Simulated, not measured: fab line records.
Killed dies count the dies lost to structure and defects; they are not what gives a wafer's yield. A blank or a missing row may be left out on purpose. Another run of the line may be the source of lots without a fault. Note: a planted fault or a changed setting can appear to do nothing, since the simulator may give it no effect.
fab line records	flow n5-finfet	part 1 of 2: steps 1 to 20 of 30
record lots=5	wafers=15	last-day=16
route steps=1938 shown BEOL_M13@1713 BEOL_M14@1716
lots with no fault: from the same line, run without faults
start-h: the number of hours between the record's first day and the start of the first shown wafer of the lot	wait-h: how many hours have passed since the lot's step before this one	" repeats the value in the row above	L1.1+2: several wafers, shown together as one row	- no value, or no start was given	* or withheld: withheld	< > ~ a bound
route shown NAME@n: a module of which the file shows steps, and the number in the route of the first	usual: the fault-free wafers' mean and standard deviation	same: alike in all rows	chamber/n: place in a boat	sites: each site's reading	_std_site: how widely they spread, as a standard deviation	_edge_site: inner sites' mean taken away from outer sites' mean	radius-mm: for every site, how far away it sits from the centre of the wafer	mask NAME#n: copy n	behind: the most recent tool/chamber to have shaped the wafer	hold: the reason the lot was held/the length of the hold in hours/how it ended	device: transistor that didn't switch, given as n, p or np	end of line: tests of these same wafers at the route's end	where a step has no rows: the recipe by itself	killed: dies that structure and defects cost at the first sort, which is not the same as the wafer's yield	map: shows each die of a wafer: x if killed, . if not, _ if none is there
set.NAME: the setting as run; set.NAME@STEP: as run at that earlier step	model.NAME: the simulator's own value behind a step, which no gauge read
lots at some steps of the route; a table a step, a row a wafer
services: a tool's chamber out of use, with start hour (start-h, from the record's first day; less than 0 if before it), hours out, and reason
## steps
# step N5_BEOL_M13_DEP_53
# recipe material=SiCN	target-thk-a=500	temp-c=withheld	precursor=3MS/NH3	pressure-torr=3	rf-w=675	time-s=17.8
# usual showerhead-plenum-p-Torr=4.154/0.025	throttle-valve-pct=17.5/0.7
lot.wafer	tool	chamber	start-h	wait-h	showerhead-plenum-p-Torr	throttle-valve-pct
L080.1	pecvd-01	1	286.99	0.0	4.128	18.2
L080.3	"	2	"	"	4.137	17.0
L080.6	"	0	"	"	4.147	17.7
L082.2	pecvd-01	1	292.39	0.0	4.120	18.3
L082.3	"	0	"	"	4.135	18.0
L082.6	"	1	"	"	4.125	18.6
L083.2	pecvd-01	1	299.45	0.0	4.129	18.5
L083.3	"	0	"	"	4.143	17.8
L083.6	"	2	"	"	4.138	16.9
L085.1	pecvd-03	2	323.67	0.0	4.167	17.0
L085.2	"	1	"	"	4.177	16.3
L085.6	"	2	"	"	4.170	17.3
L088.2	pecvd-01	1	349.44	0.0	4.135	18.3
L088.3	"	0	"	"	4.142	17.9
L088.6	"	2	"	"	4.133	16.9
# step N5_BEOL_M13_RS_MEAS_54
# recipe thk-meas-gauge=four-point-probe	reads=Cu_of_BEOL_M13_ECD_47+Ta_of_BEOL_M13_SPUTTER_44+TaN_of_BEOL_M13_SPUTTER_43
# usual M13_RS=0.0449/0.00091
lot.wafer	tool	chamber	start-h	wait-h	M13_RS[ohm/sq]
L080.1	film-metro-02	-	287.06	0.0	0.0458
L080.3	"	-	"	"	0.0443
L080.6	"	-	"	"	0.0438
L082.2	film-metro-02	-	292.46	0.1	0.0469
L082.3	"	-	"	"	0.0456
L082.6	"	-	"	"	0.0459
L083.2	film-metro-01	-	299.52	0.1	0.0460
L083.3	"	-	"	"	0.0441
L083.6	"	-	"	"	0.0457
L085.1	film-metro-01	-	323.74	0.0	0.0444
L085.2	"	-	"	"	0.0435
L085.6	"	-	"	"	0.0440
L088.2	film-metro-01	-	349.51	0.1	0.0457
L088.3	"	-	"	"	0.0442
L088.6	"	-	"	"	0.0436
# step N5_BEOL_M13_INSPECT_55
# recipe inspect-instrument=darkfield	mode=post-dep
# usual raw-defect-count=74/29
lot.wafer	tool	chamber	start-h	wait-h	raw-defect-count
L080.1	defect-inspect-01	-	287.08	0.0	60
L080.3	"	-	"	"	88
L080.6	"	-	"	"	62
L082.2	defect-inspect-01	-	292.48	0.0	44
L082.3	"	-	"	"	96
L082.6	"	-	"	"	61
L083.2	defect-inspect-01	-	299.55	0.0	62
L083.3	"	-	"	"	69
L083.6	"	-	"	"	86
L085.1	defect-inspect-02	-	323.77	0.0	57
L085.2	"	-	"	"	68
L085.6	"	-	"	"	63
L088.2	defect-inspect-02	-	349.53	0.0	84
L088.3	"	-	"	"	160
L088.6	"	-	"	"	85
# step N5_BEOL_M14_ILD_DEP_00
# recipe material=SiO2	target-thk-a=11193	temp-c=400	precursor=TEOS/O2	pressure-torr=6.5	rf-w=900	teos-flow-sccm=161.4	gas=O2	flow-sccm=2650	time-s=237.4
# usual heater-power-w=534/81	showerhead-plenum-p-Torr=8.32/0.048	throttle-valve-pct=18.9/1
lot.wafer	tool	chamber	start-h	wait-h	heater-power-w	showerhead-plenum-p-Torr	throttle-valve-pct
L080.1	pecvd-04	2	287.13	0.0	459	8.31	18.2
L080.3	"	1	"	"	510	8.43	18.6
L080.6	"	2	"	"	501	8.30	18.2
L082.2	pecvd-02	0	292.52	0.0	579	8.36	19.8
L082.3	"	1	"	"	428	8.36	18.6
L082.6	"	0	"	"	627	8.35	19.9
L083.2	pecvd-04	1	299.58	0.0	490	8.43	18.6
L083.3	"	0	"	"	517	8.30	20.9
L083.6	"	0	"	"	579	8.30	21.2
L085.1	pecvd-01	0	323.80	0.0	525	8.35	18.6
L085.2	"	2	"	"	719	8.31	17.5
L085.6	"	1	"	"	583	8.29	19.0
L088.2	pecvd-02	0	349.57	0.0	586	8.34	20.0
L088.3	"	2	"	"	564	8.26	18.0
L088.6	"	0	"	"	630	8.34	20.0
# step N5_BEOL_M14_THK_MEAS_01
# recipe reads=SiO2_of_BEOL_M14_ILD_DEP_00
# usual M14_ILD_THK=1123/16
lot.wafer	tool	chamber	start-h	wait-h	M14_ILD_THK[nm]
L080.1	film-metro-01	-	287.32	0.1	1119
L080.3	"	-	"	"	1120
L080.6	"	-	"	"	1136
L082.2	film-metro-01	-	292.71	0.1	1129
L082.3	"	-	"	"	1105
L082.6	"	-	"	"	1146
L083.2	film-metro-02	-	299.77	0.1	1129
L083.3	"	-	"	"	1116
L083.6	"	-	"	"	1145
L085.1	film-metro-01	-	323.99	0.1	1099
L085.2	"	-	"	"	1105
L085.6	"	-	"	"	1111
L088.2	film-metro-01	-	349.76	0.1	1118
L088.3	"	-	"	"	1132
L088.6	"	-	"	"	1146
# step N5_BEOL_M14_COAT_58
# recipe resist=BARC	temp-c=205	time-s=60	spin-rpm=1500	resist-thk-nm=89
# usual resist-line-temp-C=23.01/0.11
lot.wafer	tool	chamber	start-h	wait-h	resist-line-temp-C
L080.1	litho-track-03	0	287.35	0.0	23.25
L080.3	"	0	"	"	23.07
L080.6	"	0	"	"	22.98
L082.2	litho-track-03	0	292.75	0.0	23.06
L082.3	"	0	"	"	23.06
L082.6	"	0	"	"	23.04
L083.2	litho-track-04	0	299.80	0.0	23.01
L083.3	"	0	"	"	22.99
L083.6	"	0	"	"	23.10
L085.1	litho-track-03	0	324.02	0.0	22.90
L085.2	"	0	"	"	22.82
L085.6	"	0	"	"	22.80
L088.2	litho-track-04	0	349.79	0.0	23.15
L088.3	"	0	"	"	23.17
L088.6	"	0	"	"	23.09
# step N5_BEOL_M14_COAT_04
# recipe spin-rpm=1704	resist-thk-nm=800
# usual resist-line-temp-C=22.98/0.11
lot.wafer	tool	chamber	start-h	wait-h	resist-line-temp-C
L080.1	litho-track-03	0	-	-	23.04
L080.3	"	0	"	"	23.02
L080.6	"	0	"	"	22.82
L082.2	litho-track-03	0	-	-	22.67
L082.3	"	0	"	"	22.75
L082.6	"	0	"	"	22.95
L083.2	litho-track-04	0	-	-	23.05
L083.3	"	0	"	"	23.02
L083.6	"	0	"	"	22.87
L085.1	litho-track-03	0	-	-	22.89
L085.2	"	0	"	"	22.93
L085.6	"	0	"	"	22.87
L088.2	litho-track-04	0	-	-	23.00
L088.3	"	0	"	"	22.94
L088.6	"	0	"	"	23.13
# step N5_BEOL_M14_EBR_06
# recipe solvent=PGMEA	ebr-width-mm=1.5
# usual resist-line-temp-C=22.98/0.11
lot.wafer	tool	chamber	start-h	wait-h	resist-line-temp-C
L080.1	litho-track-03	0	-	-	22.99
L080.3	"	0	"	"	23.16
L080.6	"	0	"	"	23.02
L082.2	litho-track-03	0	-	-	22.92
L082.3	"	0	"	"	22.86
L082.6	"	0	"	"	22.85
L083.2	litho-track-04	0	-	-	23.15
L083.3	"	0	"	"	23.04
L083.6	"	0	"	"	23.09
L085.1	litho-track-03	0	-	-	23.03
L085.2	"	0	"	"	22.97
L085.6	"	0	"	"	23.01
L088.2	litho-track-04	0	-	-	22.88
L088.3	"	0	"	"	22.77
L088.6	"	0	"	"	22.89
# step N5_BEOL_M14_SOFTBAKE_05
# recipe temp-c=130	time-s=60
# usual resist-line-temp-C=23.01/0.085
lot.wafer	tool	chamber	start-h	wait-h	resist-line-temp-C
L080.1	litho-track-03	0	-	-	23.00
L080.3	"	0	"	"	23.06
L080.6	"	0	"	"	23.13
L082.2	litho-track-03	0	-	-	23.09
L082.3	"	0	"	"	23.09
L082.6	"	0	"	"	23.14
L083.2	litho-track-04	0	-	-	23.00
L083.3	"	0	"	"	22.96
L083.6	"	0	"	"	23.02
L085.1	litho-track-03	0	-	-	23.11
L085.2	"	0	"	"	23.07
L085.6	"	0	"	"	23.13
L088.2	litho-track-04	0	-	-	23.08
L088.3	"	0	"	"	22.92
L088.6	"	0	"	"	23.10
# step N5_BEOL_M14_EXPOSE_07
# recipe mask-id=V13	na=0.8	source-shape=annular	sigma-inner=0.5	sigma-outer=0.8	polarization=unpolarized	attpsm-phase-deg=180	dose-mj=57
# usual stage-vel-mm-s=500.02/0.25
# same na=0.8
lot.wafer	tool	chamber	start-h	wait-h	mask	stage-vel-mm-s
L080.1	krf-scanner-01	0	287.45	-	V13#0	500.06
L080.3	"	0	"	"	V13#0	499.75
L080.6	"	0	"	"	V13#0	499.61
L082.2	krf-scanner-01	0	293.02	-	V13#0	500.05
L082.3	"	0	"	"	V13#0	500.01
L082.6	"	0	"	"	V13#0	499.96
L083.2	krf-scanner-01	0	299.91	-	V13#0	499.80
L083.3	"	0	"	"	V13#0	499.84
L083.6	"	0	"	"	V13#0	500.18
L085.1	krf-scanner-02	0	324.25	-	V13#0	500.00
L085.2	"	0	"	"	V13#0	500.18
L085.6	"	0	"	"	V13#0	500.39
L088.2	krf-scanner-02	0	350.02	-	V13#0	500.08
L088.3	"	0	"	"	V13#0	500.18
L088.6	"	0	"	"	V13#0	500.13
# step N5_BEOL_M14_PEB_08
# recipe peb-temp-c=130	peb-time-s=90
# usual resist-line-temp-C=22.98/0.1
lot.wafer	tool	chamber	start-h	wait-h	resist-line-temp-C
L080.1	litho-track-04	0	287.51	0.1	23.08
L080.3	"	0	"	"	22.85
L080.6	"	0	"	"	23.04
L082.2	litho-track-03	0	293.07	0.0	22.96
L082.3	"	0	"	"	23.02
L082.6	"	0	"	"	22.88
L083.2	litho-track-01	0	299.96	0.0	22.97
L083.3	"	0	"	"	22.99
L083.6	"	0	"	"	23.01
L085.1	litho-track-01	0	324.31	0.1	23.08
L085.2	"	0	"	"	23.03
L085.6	"	0	"	"	23.06
L088.2	litho-track-01	0	350.08	0.0	23.07
L088.3	"	0	"	"	23.00
L088.6	"	0	"	"	23.06
# step N5_BEOL_M14_DEVELOP_09
# recipe develop-time-s=45	rinse-liquid=diw	dry=air-spin	dev-temp-c=21
# usual resist-line-temp-C=22.98/0.11
# same develop-time-s=45
lot.wafer	tool	chamber	start-h	wait-h	resist-line-temp-C
L080.1	litho-track-04	0	-	-	22.86
L080.3	"	0	"	"	23.04
L080.6	"	0	"	"	22.97
L082.2	litho-track-03	0	-	-	23.06
L082.3	"	0	"	"	22.98
L082.6	"	0	"	"	22.93
L083.2	litho-track-01	0	-	-	22.93
L083.3	"	0	"	"	23.10
L083.6	"	0	"	"	22.98
L085.1	litho-track-01	0	-	-	22.96
L085.2	"	0	"	"	22.99
L085.6	"	0	"	"	23.00
L088.2	litho-track-01	0	-	-	23.05
L088.3	"	0	"	"	23.01
L088.6	"	0	"	"	23.05
# step N5_BEOL_M14_HARDBAKE_14
# recipe temp-c=130	time-s=120
# usual resist-line-temp-C=22.97/0.1
lot.wafer	tool	chamber	start-h	wait-h	resist-line-temp-C
L080.1	litho-track-04	0	-	-	23.01
L080.3	"	0	"	"	23.17
L080.6	"	0	"	"	23.08
L082.2	litho-track-03	0	-	-	23.12
L082.3	"	0	"	"	23.14
L082.6	"	0	"	"	23.04
L083.2	litho-track-01	0	-	-	22.95
L083.3	"	0	"	"	22.93
L083.6	"	0	"	"	22.97
L085.1	litho-track-01	0	-	-	23.17
L085.2	"	0	"	"	23.09
L085.6	"	0	"	"	23.04
L088.2	litho-track-01	0	-	-	22.97
L088.3	"	0	"	"	22.95
L088.6	"	0	"	"	23.06
# step N5_BEOL_M14_CD_MEAS_10
# recipe target-cd-nm=250	landing-energy-ev=500	detector=se-inlens	polarity=opening
# usual cd-nm=250.1/2.3
lot.wafer	tool	chamber	start-h	wait-h	cd-nm
L080.1	cd-sem-03	0	287.62	-	250.8
L080.3	"	0	"	"	249.3
L080.6	"	0	"	"	250.0
L082.2	cd-sem-01	0	293.19	-	250.1
L082.3	"	0	"	"	250.1
L082.6	"	0	"	"	247.9
L083.2	cd-sem-02	0	300.08	-	249.4
L083.3	"	0	"	"	248.2
L083.6	"	0	"	"	250.8
L085.1	cd-sem-01	0	324.42	-	249.6
L085.2	"	0	"	"	248.7
L085.6	"	0	"	"	249.3
L088.2	cd-sem-01	0	350.19	-	248.4
L088.3	"	0	"	"	251.1
L088.6	"	0	"	"	248.0
# step N5_BEOL_M14_OVL_MEAS_11
# recipe points-per-wafer=44
# usual V13_OVL=-1/5.2
lot.wafer	tool	chamber	start-h	wait-h	V13_OVL[nm]
L080.1	overlay-02	0	287.65	0.0	-5
L080.3	"	0	"	"	-5
L080.6	"	0	"	"	-11
L082.2	overlay-02	0	293.22	0.0	9
L082.3	"	0	"	"	5
L082.6	"	0	"	"	2
L083.2	overlay-02	0	300.11	0.0	-5
L083.3	"	0	"	"	-7
L083.6	"	0	"	"	-6
L085.1	overlay-01	0	324.46	0.0	2
L085.2	"	0	"	"	0
L085.6	"	0	"	"	2
L088.2	overlay-02	0	350.22	0.0	-2
L088.3	"	0	"	"	-6
L088.6	"	0	"	"	-9
# step N5_BEOL_M14_INSPECT_12
# recipe mode=adi	inspect-instrument=macro
# usual raw-defect-count=2.2/1.5
lot.wafer	tool	chamber	start-h	wait-h	raw-defect-count
L080.1	defect-inspect-01	-	287.68	0.0	1
L080.3	"	-	"	"	3
L080.6	"	-	"	"	2
L082.2	defect-inspect-02	-	293.24	0.0	0
L082.3	"	-	"	"	1
L082.6	"	-	"	"	2
L083.2	defect-inspect-02	-	300.13	0.0	1
L083.3	"	-	"	"	1
L083.6	"	-	"	"	1
L085.1	defect-inspect-02	-	324.48	0.0	4
L085.2	"	-	"	"	0
L085.6	"	-	"	"	2
L088.2	defect-inspect-02	-	350.25	0.0	4
L088.3	"	-	"	"	1
L088.6	"	-	"	"	3
# step N5_BEOL_M14_DESCUM_15
# recipe chemistry=O2	time-s=7.9	source-power-w=50	bias-power-w=20	pressure-mtorr=20	rf-frequency-hz=2.712e+07	temp-c=40	o2-flow-sccm=225
# usual drypump-motor-current-A=5.6/0.39	o2-flow-sccm=225.0/0.61	oes-product-au=0.80/0.083	rf-vpp-V=242.7/1.2	showerhead-plenum-p-Torr=2.05/0.057	throttle-valve-pct=20.28/0.22
lot.wafer	tool	chamber	start-h	wait-h	drypump-motor-current-A	o2-flow-sccm	oes-product-au	rf-hours-counter-h	rf-vpp-V	showerhead-plenum-p-Torr	throttle-valve-pct
L080.1	rie-diel-01	1	287.76	0.1	5.7	224.7	0.80	96	245.3	2.09	19.87
L080.3	"	3	"	"	5.3	225.4	0.67	220	243.3	2.17	20.54
L080.6	"	2	"	"	5.9	225.2	0.88	-	242.3	2.05	20.18
L082.2	rie-diel-01	2	293.81	0.6	5.9	225.1	0.87	47	242.4	2.04	20.18
L082.3	"	3	"	"	5.3	225.9	0.67	223	245.4	2.16	20.53
L082.6	"	1	"	"	5.8	225.0	0.80	-	242.7	2.09	19.88
L083.2	rie-diel-03	1	300.17	0.0	5.1	225.4	0.81	54	244.4	2.12	20.32
L083.3	"	0	"	"	6.4	224.9	0.69	231	242.6	2.05	20.53
L083.6	"	1	"	"	5.1	224.8	0.82	-	242.7	2.12	20.34
L085.1	rie-diel-04	0	324.51	0.0	6.0	224.2	0.95	14	240.5	2.03	20.08
L085.2	"	1	"	"	5.4	225.8	0.82	85	241.6	2.03	20.42
L085.6	"	0	"	"	6.1	224.2	0.95	-	242.7	2.03	20.10
L088.2	rie-diel-01	3	350.66	0.4	5.3	225.1	0.65	247	244.2	2.16	20.57
L088.3	"	0	"	"	5.7	225.4	0.91	16	244.5	2.23	20.15
L088.6	"	0	"	"	5.7	224.4	0.92	-	244.6	2.23	20.15
# step N5_BEOL_M14_ETCH_59
# recipe chemistry=N2/H2	target=BARC	target-depth-a=890	overetch-a=267	time-s=67.9	ion-energy-ev=200	pressure-mtorr=30	source-w=840	bias-w=150	n2-flow-sccm=200	h2-flow-sccm=200
# usual drypump-motor-current-A=5.6/0.39	oes-product-au=0.69/0.068	rf-vpp-V=522.7/2.1	showerhead-plenum-p-Torr=2.50/0.064	throttle-valve-pct=17.73/0.27
lot.wafer	tool	chamber	start-h	wait-h	drypump-motor-current-A	oes-product-au	rf-hours-counter-h	rf-vpp-V	showerhead-plenum-p-Torr	throttle-valve-pct
L080.1	rie-diel-01	1	287.80	0.0	5.8	0.68	96	525.2	2.56	17.31
L080.3	"	3	"	"	5.3	0.59	220	527.3	2.61	17.87
L080.6	"	2	"	"	5.9	0.75	-	523.2	2.49	17.70
L082.2	rie-diel-01	2	293.84	0.0	5.9	0.74	47	522.8	2.49	17.69
L082.3	"	3	"	"	5.3	0.58	223	526.0	2.61	17.90
L082.6	"	1	"	"	5.8	0.67	-	526.4	2.56	17.34
L083.2	rie-diel-03	1	300.20	0.0	5.1	0.72	54	523.8	2.57	17.77
L083.3	"	0	"	"	6.4	0.59	231	521.9	2.50	17.97
L083.6	"	1	"	"	5.1	0.71	-	525.3	2.57	17.78
L085.1	rie-diel-04	0	324.55	0.0	6.1	0.79	14	522.6	2.46	17.43
L085.2	"	1	"	"	5.4	0.69	85	521.9	2.46	17.91
L085.6	"	0	"	"	6.1	0.80	-	523.8	2.46	17.42
L088.2	rie-diel-01	3	350.69	0.0	5.3	0.57	247	525.6	2.60	17.93
L088.3	"	0	"	"	5.7	0.78	16	528.4	2.70	17.48
L088.6	"	0	"	"	5.7	0.78	-	527.6	2.70	17.48
# step N5_BEOL_M14_VIA_ETCH_16
# recipe chemistry=C4F8/O2/Ar	target=SiO2	he-inner-torr=15	he-outer-torr=30	target-depth-a=12313	time-s=withheld	ion-energy-ev=800	pressure-mtorr=20	source-w=1905	bias-w=2040	Ar_flow_sccm=400	C4F8_flow_sccm=16	O2_flow_sccm=12	ends=cleared
# usual drypump-motor-current-A=5.6/0.39	oes-product-au=0.73/0.076	rf-vpp-V=2195/38	showerhead-plenum-p-Torr=3.38/0.09	throttle-valve-pct=30.68/0.22
lot.wafer	tool	chamber	start-h	wait-h	drypump-motor-current-A	oes-product-au	rf-vpp-V	showerhead-plenum-p-Torr	throttle-valve-pct
L080.1	rie-diel-01	1	287.85	0.0	5.7	0.71	2175	3.49	30.60
L080.3	"	3	"	"	5.3	0.61	2202	3.56	30.97
L080.6	"	2	"	"	5.9	0.78	2170	3.40	30.93
L082.2	rie-diel-01	2	293.89	0.0	5.9	0.77	2171	3.40	30.91
L082.3	"	3	"	"	5.3	0.60	2203	3.56	30.95
L082.6	"	1	"	"	5.8	0.71	2174	3.49	30.58
L083.2	rie-diel-03	1	300.25	0.0	5.1	0.75	2111	3.49	30.83
L083.3	"	0	"	"	6.4	0.62	2153	3.41	31.04
L083.6	"	1	"	"	5.1	0.75	2111	3.49	30.85
L085.1	rie-diel-04	0	324.60	0.0	6.1	0.85	2235	3.35	30.61
L085.2	"	1	"	"	5.4	0.73	2215	3.31	30.64
L085.6	"	0	"	"	6.0	0.86	2234	3.35	30.60
L088.2	rie-diel-01	3	350.75	0.0	5.3	0.60	2202	3.54	30.99
L088.3	"	0	"	"	5.8	0.83	2269	3.62	30.46
L088.6	"	0	"	"	5.8	0.84	2271	3.62	30.47
# step N5_BEOL_M14_STRIP_63
# recipe chemistry=O2	power-w=600	temp-c=60	pressure-mtorr=30	rf-frequency-hz=6e+07	bias-power-w=0	overash-fraction=0.3	o2-flow-sccm=225
# usual drypump-motor-current-A=5.6/0.39	o2-flow-sccm=225.0/0.67	oes-product-au=0.81/0.082	rf-vpp-V=3.7/0.86	showerhead-plenum-p-Torr=2.05/0.057	throttle-valve-pct=16.55/0.23
lot.wafer	tool	chamber	start-h	wait-h	drypump-motor-current-A	o2-flow-sccm	oes-product-au	rf-hours-counter-h	rf-vpp-V	showerhead-plenum-p-Torr	throttle-valve-pct
L080.1	rie-diel-01	1	-	-	5.7	224.2	0.80	97	4.2	2.10	16.14
L080.3	"	3	"	"	5.3	224.2	0.67	220	3.5	2.17	16.78
L080.6	"	2	"	"	5.9	225.6	0.86	-	2.4	2.05	16.45
L082.2	rie-diel-01	2	-	-	5.9	226.0	0.87	47	3.8	2.05	16.45
L082.3	"	3	"	"	5.3	223.4	0.68	224	3.9	2.17	16.83
L082.6	"	1	"	"	5.8	225.2	0.80	-	2.8	2.10	16.15
L083.2	rie-diel-03	1	-	-	5.1	225.5	0.83	54	4.3	2.12	16.54
L083.3	"	0	"	"	6.4	224.3	0.69	231	3.2	2.06	16.87
L083.6	"	1	"	"	5.1	224.5	0.83	-	4.8	2.12	16.54
L085.1	rie-diel-04	0	-	-	6.0	224.5	0.94	15	4.5	2.03	16.34
L085.2	"	1	"	"	5.4	224.9	0.82	85	2.8	2.03	16.67
L085.6	"	0	"	"	6.1	224.7	0.93	-	4.0	2.03	16.31
L088.2	rie-diel-01	3	-	-	5.3	225.0	0.65	247	3.7	2.16	16.87
L088.3	"	0	"	"	5.7	225.2	0.91	16	3.6	2.23	16.40
L088.6	"	0	"	"	5.7	224.4	0.92	-	3.7	2.23	16.37
